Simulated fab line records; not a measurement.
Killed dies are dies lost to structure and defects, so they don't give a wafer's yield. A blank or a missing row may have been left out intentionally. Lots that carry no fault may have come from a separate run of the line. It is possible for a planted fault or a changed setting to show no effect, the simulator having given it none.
fab line records | flow n5Finfet
[record] lots = 7 | wafers = 19 | lastDay = 18
route steps=1938 shown TV_LITHO@1878 TV_OPEN@1887
lots with no fault: from the same line, run without faults
startH: the number of hours between the record's first day and the start of the first shown wafer of the lot | waitH: how many hours have passed since the lot's step before this one | " as in the row above | L1.1+2: several wafers, shown together as one row | - no value present, or no start provided | * or withheld: withheld | < > ~ a bound
route shown NAME@n: names a module that has steps shown in the file, with the first one's number in the route | usual: mean/standard deviation taken from wafers without a fault | same: alike in all rows | chamber/n: place in a boat | sites: per-site readings | _std_site: standard deviation across them | _edge_site: inner sites' mean taken away from outer sites' mean | radiusMm: how far each site lies from the wafer's centre | mask NAME#n: copy n | behind: the most recent tool/chamber to have shaped the wafer | hold: cause of the lot's hold/its duration in hours/its outcome | device: transistor that didn't switch, given as n, p or np | end of line: tests of these same wafers at the route's end | a step given without rows: its recipe and nothing more | killed: count of dies lost to structure and defects at first sort (not the wafer's yield) | map: a wafer's dies, x killed, . not, _ none there
set.NAME: the run value of the setting; set.NAME@STEP: its run value at that earlier step | model.NAME: the simulator's own value behind a step, which no gauge read
certain route steps with their lots: each step a table, each wafer a row
services: from which hour (startH, from the record's first day; less than 0 if before it) a tool's chamber was out of use, for how many hours, and why
[[steps]]
[step N5_PASSIVATION_SOFTBAKE_05]
[recipe] tempC = 100 | timeS = 90
[step N5_PASSIVATION_EXPOSE_07]
[recipe] maskId = TV | na = 0.55 | sourceShape = conventional | sigmaOuter = 0.8 | polarization = unpolarized | defocusNm = 0 | targetCdNm = 3000 | doseMj = 22.75
[step N5_PASSIVATION_PEB_08]
[recipe] pebTempC = withheld | pebTimeS = *
[step N5_PASSIVATION_DEVELOP_09]
[recipe] developTimeS = 60 | rinseLiquid = diw | dry = airSpin | devTempC = 21
[step N5_PASSIVATION_HARDBAKE_11]
[recipe] tempC = 130 | timeS = 120
[step N5_PASSIVATION_CD_MEAS_10]
[recipe] targetCdNm = 3000 | landingEnergyEv = 500 | detector = seInlens
[usual] cdNm = 3000.0/1.7
[same] landingEnergyEv = 500
lot.wafer | tool     | chamber | startH | waitH | cdNm
L833.2    | cdSem-01 | 0       | 265.60 | -     | 2999.4
L833.3    | "        | 0       | "      | "     | 2997.1
L833.6    | "        | 0       | "      | "     | 2998.6
L836.1    | cdSem-02 | 0       | 279.52 | -     | 2999.4
L836.4    | "        | 0       | "      | "     | 2999.1
L836.6    | "        | 0       | "      | "     | 2999.5
L839.1    | cdSem-03 | 0       | 302.86 | -     | 3001.3
L839.6    | "        | 0       | "      | "     | 3001.2
L841.3    | cdSem-03 | 0       | 312.69 | -     | 3001.7
L841.4    | "        | 0       | "      | "     | 2998.1
L844.1    | cdSem-03 | 0       | 343.15 | -     | 3000.5
L844.5    | "        | 0       | "      | "     | 3001.1
L844.6    | "        | 0       | "      | "     | 3000.0
L856.1    | cdSem-03 | 0       | 419.31 | -     | 2999.0
L856.4    | "        | 0       | "      | "     | 2999.8
L856.6    | "        | 0       | "      | "     | 2999.7
L855.2    | cdSem-03 | 0       | 421.07 | -     | 3001.0
L855.4    | "        | 0       | "      | "     | 2997.5
L855.6    | "        | 0       | "      | "     | 2999.0
[step N5_PASSIVATION_OVL_MEAS_60]
[recipe] pointsPerWafer = 44
[usual] TV_OVL = 0/6.8
lot.wafer | tool       | chamber | startH | waitH | TV_OVL[nm]
L833.2    | overlay-01 | 0       | 265.63 | 0.0   | 8
L833.3    | "          | 0       | "      | "     | -5
L833.6    | "          | 0       | "      | "     | 6
L836.1    | overlay-02 | 0       | 279.55 | 0.0   | -1
L836.4    | "          | 0       | "      | "     | -1
L836.6    | "          | 0       | "      | "     | -1
L839.1    | overlay-02 | 0       | 302.89 | 0.0   | -1
L839.6    | "          | 0       | "      | "     | 1
L841.3    | overlay-01 | 0       | 312.72 | 0.0   | 5
L841.4    | "          | 0       | "      | "     | 7
L844.1    | overlay-02 | 0       | 343.18 | 0.0   | -1
L844.5    | "          | 0       | "      | "     | -2
L844.6    | "          | 0       | "      | "     | 5
L856.1    | overlay-02 | 0       | 419.34 | 0.0   | 1
L856.4    | "          | 0       | "      | "     | 0
L856.6    | "          | 0       | "      | "     | -2
L855.2    | overlay-02 | 0       | 421.10 | 0.0   | -5
L855.4    | "          | 0       | "      | "     | -4
L855.6    | "          | 0       | "      | "     | 2
[step N5_PASSIVATION_INSPECT_61]
[recipe] mode = adi | inspectInstrument = macro
[usual] rawDefectCount = 2.0/1.3
lot.wafer | tool             | chamber | startH | waitH | rawDefectCount
L833.2    | defectInspect-02 | -       | 265.65 | 0.0   | 4
L833.3    | "                | -       | "      | "     | 0
L833.6    | "                | -       | "      | "     | 1
L836.1    | defectInspect-01 | -       | 279.58 | 0.0   | 2
L836.4    | "                | -       | "      | "     | 2
L836.6    | "                | -       | "      | "     | 4
L839.1    | defectInspect-01 | -       | 302.91 | 0.0   | 3
L839.6    | "                | -       | "      | "     | 2
L841.3    | defectInspect-01 | -       | 312.75 | 0.0   | 1
L841.4    | "                | -       | "      | "     | 3
L844.1    | defectInspect-02 | -       | 343.21 | 0.0   | 3
L844.5    | "                | -       | "      | "     | 2
L844.6    | "                | -       | "      | "     | 4
L856.1    | defectInspect-01 | -       | 419.37 | 0.0   | 2
L856.4    | "                | -       | "      | "     | 2
L856.6    | "                | -       | "      | "     | 2
L855.2    | defectInspect-01 | -       | 421.12 | 0.0   | 3
L855.4    | "                | -       | "      | "     | 2
L855.6    | "                | -       | "      | "     | 1
[step N5_PASSIVATION_DESCUM_12]
[recipe] chemistry = O2 | timeS = 7.9 | sourcePowerW = 50 | biasPowerW = 20 | pressureMtorr = 20 | rfFrequencyHz = 2.712e+07 | tempC = 40 | o2FlowSccm = 225
[usual] drypumpMotorCurrentA = 5.5/0.49 | oesProductAu = 0.76/0.092 | rfFwdPowerW = 49.66/0.21 | rfVppV = 242.8/1.6 | showerheadPlenumPTorr = 2.06/0.091 | throttleValvePct = 20.36/0.2
lot.wafer | tool       | chamber | startH | waitH | drypumpMotorCurrentA | oesProductAu | rfFwdPowerW | rfHoursCounterH | rfVppV | showerheadPlenumPTorr | throttleValvePct
L833.2    | rieDiel-01 | 3       | 265.69 | 0.0   | 5.8                  | 1.01         | 49.94       | 1               | 242.2  | 2.05                  | 20.04
L833.3    | "          | 2       | "      | "     | 6.3                  | 0.71         | 49.48       | 187             | 242.7  | 2.08                  | 20.37
L833.6    | "          | 1       | "      | "     | 4.7                  | 0.68         | 49.34       | -               | 243.7  | 2.15                  | 20.68
L836.1    | rieDiel-06 | 1       | 279.80 | 0.2   | 5.0                  | 0.74         | 49.59       | 177             | 241.1  | 2.00                  | 20.50
L836.4    | "          | 3       | "      | "     | 5.5                  | 0.97         | 49.61       | 2               | 243.9  | 2.24                  | 20.02
L836.6    | "          | 1       | "      | "     | 5.0                  | 0.74         | 49.72       | -               | 240.4  | 2.00                  | 20.48
L839.1    | rieDiel-01 | 0       | 303.24 | 0.3   | 5.4                  | 0.74         | 49.55       | 151             | 239.8  | 1.92                  | 20.26
L839.6    | "          | 2       | "      | "     | 6.3                  | 0.69         | 49.66       | -               | 242.5  | 2.08                  | 20.35
L841.3    | rieDiel-01 | 2       | 312.90 | 0.2   | 6.3                  | 0.69         | 49.73       | 203             | 242.6  | 2.08                  | 20.39
L841.4    | "          | 3       | "      | "     | 5.8                  | 0.94         | 49.79       | 13              | 243.3  | 2.05                  | 20.07
L844.1    | rieDiel-01 | 2       | 343.34 | 0.1   | 6.3                  | 0.69         | 49.46       | 212             | 242.7  | 2.07                  | 20.39
L844.5    | "          | 2       | "      | "     | 6.3                  | 0.67         | 49.72       | -               | 242.4  | 2.07                  | 20.40
L844.6    | "          | 3       | "      | "     | 5.8                  | 0.92         | 49.99       | -               | 243.0  | 2.05                  | 20.08
L856.1    | rieDiel-01 | 0       | 419.72 | 0.4   | 5.4                  | 0.72         | 49.21       | 185             | 240.5  | 1.91                  | 20.33
L856.4    | "          | 1       | "      | "     | 4.7                  | 0.96         | 49.16       | 10              | 244.3  | 2.14                  | 20.35
L856.6    | "          | 1       | "      | "     | 4.7                  | 0.97         | 49.30       | -               | 243.3  | 2.14                  | 20.34
L855.2    | rieDiel-02 | 2       | 421.20 | 0.1   | 5.1                  | 0.69         | 49.56       | 231             | 242.5  | 1.97                  | 20.37
L855.4    | "          | 0       | "      | "     | 5.3                  | 0.78         | 49.86       | -               | 244.6  | 2.20                  | 20.24
L855.6    | "          | 2       | "      | "     | 5.1                  | 0.69         | 49.65       | -               | 240.9  | 1.97                  | 20.37
[step N5_PASSIVATION_PASS_ETCH_74]
[recipe] chemistry = CF4/O2 | target = SiNx | targetDepthA = 2200 | timeS = 110 | ionEnergyEv = 100 | pressureMtorr = 40 | sourceW = 535 | biasW = 49 | Ar_flow_sccm = 100 | cf4FlowSccm = 100 | O2_flow_sccm = 10
[usual] cf4FlowSccm = 100.02/0.3 | drypumpMotorCurrentA = 5.5/0.48 | oesProductAu = 0.77/0.093 | rfFwdPowerW = 532.1/1.8 | rfVppV = 240.2/2.9 | showerheadPlenumPTorr = 2.18/0.086 | throttleValvePct = 15.96/0.22
lot.wafer | tool       | chamber | startH | waitH | cf4FlowSccm | drypumpMotorCurrentA | oesProductAu | rfFwdPowerW | rfHoursCounterH | rfVppV | showerheadPlenumPTorr | throttleValvePct
L833.2    | rieDiel-01 | 3       | 265.75 | 0.0   | 100.02      | 5.8                  | 1.02         | 531.8       | 1               | 240.4  | 2.18                  | 15.67
L833.3    | "          | 2       | "      | "     | 100.10      | 6.3                  | 0.70         | 532.3       | 187             | 242.1  | 2.19                  | 15.91
L833.6    | "          | 1       | "      | "     | 100.16      | 4.7                  | 0.69         | 528.2       | -               | 241.5  | 2.27                  | 16.31
L836.1    | rieDiel-06 | 1       | 279.86 | 0.0   | 99.62       | 5.0                  | 0.75         | 529.0       | 177             | 237.4  | 2.12                  | 16.10
L836.4    | "          | 3       | "      | "     | 99.89       | 5.6                  | 0.97         | 533.5       | 2               | 242.4  | 2.34                  | 15.52
L836.6    | "          | 1       | "      | "     | 99.89       | 4.9                  | 0.74         | 531.3       | -               | 235.2  | 2.12                  | 16.09
L839.1    | rieDiel-01 | 0       | 303.30 | 0.0   | 99.59       | 5.4                  | 0.76         | 533.7       | 151             | 236.7  | 2.04                  | 15.87
L839.6    | "          | 2       | "      | "     | 100.03      | 6.3                  | 0.69         | 530.9       | -               | 240.9  | 2.18                  | 15.93
L841.3    | rieDiel-01 | 2       | 312.96 | 0.0   | 99.81       | 6.3                  | 0.69         | 529.3       | 203             | 239.5  | 2.18                  | 15.93
L841.4    | "          | 3       | "      | "     | 100.01      | 5.7                  | 0.96         | 532.2       | 13              | 241.6  | 2.18                  | 15.71
L844.1    | rieDiel-01 | 2       | 343.41 | 0.0   | 100.01      | 6.3                  | 0.68         | 532.9       | 212             | 241.1  | 2.18                  | 15.97
L844.5    | "          | 2       | "      | "     | 99.68       | 6.3                  | 0.68         | 533.8       | -               | 240.3  | 2.18                  | 15.96
L844.6    | "          | 3       | "      | "     | 99.73       | 5.7                  | 0.94         | 529.7       | -               | 240.6  | 2.17                  | 15.70
L856.1    | rieDiel-01 | 0       | 419.78 | 0.0   | 100.08      | 5.4                  | 0.73         | 532.4       | 185             | 239.5  | 2.03                  | 15.94
L856.4    | "          | 1       | "      | "     | 100.30      | 4.7                  | 0.95         | 531.0       | 10              | 242.1  | 2.26                  | 15.89
L856.6    | "          | 1       | "      | "     | 99.32       | 4.7                  | 0.97         | 530.5       | -               | 240.8  | 2.26                  | 15.89
L855.2    | rieDiel-02 | 2       | 421.27 | 0.0   | 100.31      | 5.0                  | 0.69         | 532.3       | 231             | 238.4  | 2.09                  | 16.09
L855.4    | "          | 0       | "      | "     | 100.41      | 5.3                  | 0.79         | 530.1       | -               | 241.4  | 2.30                  | 15.78
L855.6    | "          | 2       | "      | "     | 100.00      | 5.1                  | 0.68         | 531.9       | -               | 239.8  | 2.09                  | 16.08
[step N5_PASSIVATION_VIA_ETCH_13]
[recipe] chemistry = CHF3/O2 | target = SiO2 | targetDepthA = 6600 | CHF3_flow_sccm = 50 | O2_flow_sccm = 5 | Ar_flow_sccm = 200 | timeS = 330 | maskMaterial = PR | pressureMtorr = 30 | sourceW = 650 | biasW = 170 | ionEnergyEv = 200 | ends = cleared
[usual] drypumpMotorCurrentA = 5.5/0.48 | etchRfOnTimeS = 236/4 | oesProductAu = 0.69/0.084 | rfFwdPowerW = 647.5/2.2 | rfVppV = 523/5.8 | showerheadPlenumPTorr = 2.38/0.096 | throttleValvePct = 18.84/0.22
lot.wafer | tool       | chamber | startH | waitH | drypumpMotorCurrentA | etchRfOnTimeS | oesProductAu | rfFwdPowerW | rfHoursCounterH | rfVppV | showerheadPlenumPTorr | throttleValvePct
L833.2    | rieDiel-01 | 3       | 265.84 | 0.0   | 5.7                  | 227           | 0.92         | 649.3       | 1               | 526    | 2.38                  | 18.58
L833.3    | "          | 2       | "      | "     | 6.3                  | 235           | 0.63         | 646.2       | 187             | 525    | 2.39                  | 18.77
L833.6    | "          | 1       | "      | "     | 4.7                  | 241           | 0.62         | 646.9       | -               | 522    | 2.49                  | 19.22
L836.1    | rieDiel-06 | 1       | 279.96 | 0.0   | 5.0                  | 238           | 0.67         | 647.4       | 177             | 515    | 2.31                  | 18.95
L836.4    | "          | 3       | "      | "     | 5.6                  | 235           | 0.88         | 647.5       | 2               | 528    | 2.57                  | 18.47
L836.6    | "          | 1       | "      | "     | 5.0                  | 238           | 0.68         | 646.4       | -               | 513    | 2.31                  | 18.95
L839.1    | rieDiel-01 | 0       | 303.39 | 0.0   | 5.4                  | 233           | 0.67         | 642.9       | 151             | 517    | 2.23                  | 18.72
L839.6    | "          | 2       | "      | "     | 6.3                  | 236           | 0.63         | 647.7       | -               | 523    | 2.38                  | 18.76
L841.3    | rieDiel-01 | 2       | 313.06 | 0.0   | 6.3                  | 232           | 0.63         | 646.3       | 203             | 523    | 2.38                  | 18.80
L841.4    | "          | 3       | "      | "     | 5.7                  | 228           | 0.87         | 649.2       | 13              | 526    | 2.38                  | 18.61
L844.1    | rieDiel-01 | 2       | 343.50 | 0.0   | 6.3                  | 237           | 0.62         | 645.0       | 212             | 523    | 2.38                  | 18.78
L844.5    | "          | 2       | "      | "     | 6.3                  | 237           | 0.62         | 646.8       | -               | 522    | 2.38                  | 18.80
L844.6    | "          | 3       | "      | "     | 5.7                  | 231           | 0.85         | 648.4       | -               | 525    | 2.37                  | 18.63
L856.1    | rieDiel-01 | 0       | 419.88 | 0.0   | 5.4                  | 236           | 0.65         | 643.8       | 185             | 517    | 2.21                  | 18.81
L856.4    | "          | 1       | "      | "     | 4.7                  | 234           | 0.87         | 645.6       | 11              | 523    | 2.47                  | 18.86
L856.6    | "          | 1       | "      | "     | 4.7                  | 238           | 0.87         | 644.8       | -               | 523    | 2.48                  | 18.86
L855.2    | rieDiel-02 | 2       | 421.36 | 0.0   | 5.1                  | 244           | 0.62         | 654.0       | 231             | 520    | 2.29                  | 18.92
L855.4    | "          | 0       | "      | "     | 5.3                  | 243           | 0.70         | 647.6       | -               | 528    | 2.52                  | 18.65
L855.6    | "          | 2       | "      | "     | 5.1                  | 245           | 0.62         | 649.9       | -               | 521    | 2.29                  | 18.93
[step N5_PASSIVATION_STRIP_14]
[recipe] chemistry = O2 | powerW = 600 | tempC = 60 | pressureMtorr = 30 | rfFrequencyHz = 6e+07 | biasPowerW = 0 | overashFraction = 0.5 | o2FlowSccm = 225
[usual] drypumpMotorCurrentA = 5.5/0.48 | oesProductAu = 0.76/0.091 | rfVppV = 3.7/0.92 | showerheadPlenumPTorr = 2.06/0.09 | throttleValvePct = 16.62/0.21
lot.wafer | tool       | chamber | startH | waitH | drypumpMotorCurrentA | oesProductAu | rfHoursCounterH | rfVppV | showerheadPlenumPTorr | throttleValvePct
L833.2    | rieDiel-01 | 3       | 266.04 | 0.1   | 5.7                  | 1.02         | 1               | 2.5    | 2.06                  | 16.26
L833.3    | "          | 2       | "      | "     | 6.3                  | 0.71         | 187             | 3.6    | 2.09                  | 16.64
L833.6    | "          | 1       | "      | "     | 4.7                  | 0.68         | -               | 3.3    | 2.16                  | 16.97
L836.1    | rieDiel-06 | 1       | 280.15 | 0.1   | 4.9                  | 0.74         | 177             | 3.9    | 2.00                  | 16.76
L836.4    | "          | 3       | "      | "     | 5.6                  | 0.98         | 2               | 2.4    | 2.24                  | 16.30
L836.6    | "          | 1       | "      | "     | 5.0                  | 0.74         | -               | 3.3    | 2.01                  | 16.77
L839.1    | rieDiel-01 | 0       | 303.59 | 0.1   | 5.4                  | 0.75         | 151             | 3.7    | 1.93                  | 16.52
L839.6    | "          | 2       | "      | "     | 6.3                  | 0.69         | -               | 3.0    | 2.08                  | 16.63
L841.3    | rieDiel-01 | 2       | 313.25 | 0.1   | 6.3                  | 0.69         | 203             | 7.0    | 2.08                  | 16.66
L841.4    | "          | 3       | "      | "     | 5.7                  | 0.93         | 14              | 4.9    | 2.05                  | 16.31
L844.1    | rieDiel-01 | 2       | 343.69 | 0.1   | 6.3                  | 0.69         | 212             | 3.4    | 2.08                  | 16.67
L844.5    | "          | 2       | "      | "     | 6.3                  | 0.68         | -               | 4.6    | 2.08                  | 16.67
L844.6    | "          | 3       | "      | "     | 5.7                  | 0.94         | -               | 3.1    | 2.05                  | 16.33
L856.1    | rieDiel-01 | 0       | 420.07 | 0.1   | 5.4                  | 0.72         | 185             | 5.6    | 1.91                  | 16.58
L856.4    | "          | 1       | "      | "     | 4.7                  | 0.96         | 11              | 4.1    | 2.14                  | 16.56
L856.6    | "          | 1       | "      | "     | 4.7                  | 0.96         | -               | 2.2    | 2.14                  | 16.53
L855.2    | rieDiel-02 | 2       | 421.55 | 0.1   | 5.1                  | 0.71         | 231             | 2.3    | 1.97                  | 16.67
L855.4    | "          | 0       | "      | "     | 5.2                  | 0.80         | -               | 2.5    | 2.20                  | 16.47
L855.6    | "          | 2       | "      | "     | 5.1                  | 0.70         | -               | 4.0    | 1.97                  | 16.68
[step N5_PASSIVATION_ETCH_15]
[recipe] chemistry = CF4/N2 | target = SiCN | targetDepthA = 750 | taperDeg = 2 | timeS = 81.2 | ionEnergyEv = 150 | maskMaterial = SiNx | pressureMtorr = 40 | sourceW = 430 | biasW = 70 | Ar_flow_sccm = 100 | cf4FlowSccm = 60 | n2FlowSccm = 60
[usual] cf4FlowSccm = 59.98/0.17 | drypumpMotorCurrentA = 5.5/0.49 | oesProductAu = 0.77/0.093 | rfFwdPowerW = 427.7/1.6 | rfVppV = 381.5/2.3 | showerheadPlenumPTorr = 2.18/0.088 | throttleValvePct = 15.41/0.23
lot.wafer | tool       | chamber | startH | waitH | cf4FlowSccm | drypumpMotorCurrentA | oesProductAu | rfFwdPowerW | rfHoursCounterH | rfVppV | showerheadPlenumPTorr | throttleValvePct | model.etch.depthNm
L833.2    | rieDiel-01 | 3       | 266.08 | -     | 60.06       | 5.7                  | 1.02         | 426.4       | 1               | 381.1  | 2.18                  | 15.10            | 66.84
L833.3    | "          | 2       | "      | "     | 59.91       | 6.3                  | 0.70         | 427.0       | 187             | 383.1  | 2.19                  | 15.36            | 63.7
L833.6    | "          | 1       | "      | "     | 59.92       | 4.7                  | 0.69         | 428.2       | -               | 384.6  | 2.27                  | 15.76            | 64.67
L836.1    | rieDiel-06 | 1       | 280.19 | -     | 60.27       | 5.0                  | 0.75         | 427.5       | 177             | 380.9  | 2.11                  | 15.55            | 65.66
L836.4    | "          | 3       | "      | "     | 59.87       | 5.6                  | 0.98         | 428.7       | 2               | 386.0  | 2.35                  | 14.96            | 65.33
L836.6    | "          | 1       | "      | "     | 60.23       | 4.9                  | 0.74         | 427.0       | -               | 380.5  | 2.11                  | 15.53            | 65.08
L839.1    | rieDiel-01 | 0       | 303.63 | -     | 60.05       | 5.4                  | 0.76         | 425.3       | 151             | 376.5  | 2.04                  | 15.31            | 65.24
L839.6    | "          | 2       | "      | "     | 59.98       | 6.3                  | 0.94         | 426.4       | -               | 382.6  | 2.18                  | 15.39            | 101.3
L841.3    | rieDiel-01 | 2       | 313.29 | -     | 59.88       | 6.3                  | 0.94         | 427.9       | 203             | 381.2  | 2.18                  | 15.42            | 101.1
L841.4    | "          | 3       | "      | "     | 60.00       | 5.7                  | 0.95         | 432.2       | 14              | 381.8  | 2.17                  | 15.12            | 66.31
L844.1    | rieDiel-01 | 2       | 343.73 | -     | 60.04       | 6.3                  | 0.68         | 427.9       | 212             | 382.1  | 2.18                  | 15.39            | 63.93
L844.5    | "          | 2       | "      | "     | 60.06       | 6.3                  | 0.68         | 428.0       | -               | 381.5  | 2.18                  | 15.41            | 63.54
L844.6    | "          | 3       | "      | "     | 60.02       | 5.7                  | 1.28         | 427.9       | -               | 381.8  | 2.17                  | 15.16            | 105.2
L856.1    | rieDiel-01 | 0       | 420.11 | -     | 60.42       | 5.4                  | 0.72         | 425.1       | 185             | 378.3  | 2.03                  | 15.39            | 65.08
L856.4    | "          | 1       | "      | "     | 59.62       | 4.7                  | 0.96         | 428.8       | 11              | 382.9  | 2.26                  | 15.34            | 66.59
L856.6    | "          | 1       | "      | "     | 59.61       | 4.7                  | 0.95         | 429.6       | -               | 383.6  | 2.26                  | 15.33            | 66.27
L855.2    | rieDiel-02 | 2       | 421.59 | -     | 59.63       | 5.1                  | 0.69         | 427.3       | 231             | 378.8  | 2.09                  | 15.52            | 63.59
L855.4    | "          | 0       | "      | "     | 59.83       | 5.2                  | 0.79         | 429.1       | -               | 385.6  | 2.31                  | 15.23            | 64.92
L855.6    | "          | 2       | "      | "     | 60.02       | 5.1                  | 0.69         | 427.7       | -               | 380.4  | 2.09                  | 15.55            | 63.39
[step N5_PASSIVATION_STRIP_73]
[recipe] chemistry = postEtchResidueRemover | timeS = 60 | tempC = 25 | removerPh = withheld | removerWaterWtPct = withheld | removerFluorideWtPct = withheld
[[services]]
tool       | chamber | startH | hours | kind
rieDiel-01 | 3       | 242.70 | -     | clean
rieDiel-01 | 3       | 242.70 | -     | consumableReplace:esc
rieDiel-01 | 3       | 242.70 | -     | consumableReplace:focusRing
rieDiel-01 | 3       | 242.70 | 18.6  | scheduledDown
rieDiel-01 | 3       | 242.70 | 18.6  | ventCycle
rieDiel-06 | 3       | 247.21 | -     | clean
rieDiel-06 | 3       | 247.21 | -     | consumableReplace:focusRing
rieDiel-06 | 3       | 247.21 | -     | consumableReplace:showerhead
rieDiel-06 | 3       | 247.21 | 23.3  | scheduledDown
rieDiel-06 | 3       | 247.21 | 23.3  | ventCycle
rieDiel-01 | 0       | 277.94 | 1.8   | repair
rieDiel-01 | 3       | 279.67 | 7.2   | repair
rieDiel-02 | 3       | 292.71 | 8.2   | repair
rieDiel-02 | 2       | 316.58 | 4.0   | repair
rieDiel-01 | 1       | 360.02 | -     | clean
rieDiel-01 | 1       | 360.02 | -     | consumableReplace:focusRing
rieDiel-01 | 1       | 360.02 | 20.2  | scheduledDown
rieDiel-01 | 1       | 360.02 | 20.2  | ventCycle
rieDiel-01 | 3       | 408.00 | 9.3   | repair
rieDiel-02 | 1       | 416.91 | 10.2  | repair
[[key]]
[firstSign] step = N5_PASSIVATION_ETCH_15 | reading = oesProductAu | direction = up | sigmas = 3.1 | usual = 0.77 | struck = 1.05
effect none on later readings
[modelEffect] step = N5_PASSIVATION_ETCH_15 | value = etch.depthNm | without = 64.68 | struck = 102.5
metAt N5_PASSIVATION_ETCH_15
struckWafers L839.6,L841.3,L844.6
onsetBetween 266.08 303.63
[fault] kind = processParameterDrift | tool = rieDiel-01 | chamber = - | onsetH = 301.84 | steps = N5_PASSIVATION_ETCH_15 | channel = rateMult | offset = 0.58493 | shape = step | endH = 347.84 | scope = struckWafersOnly
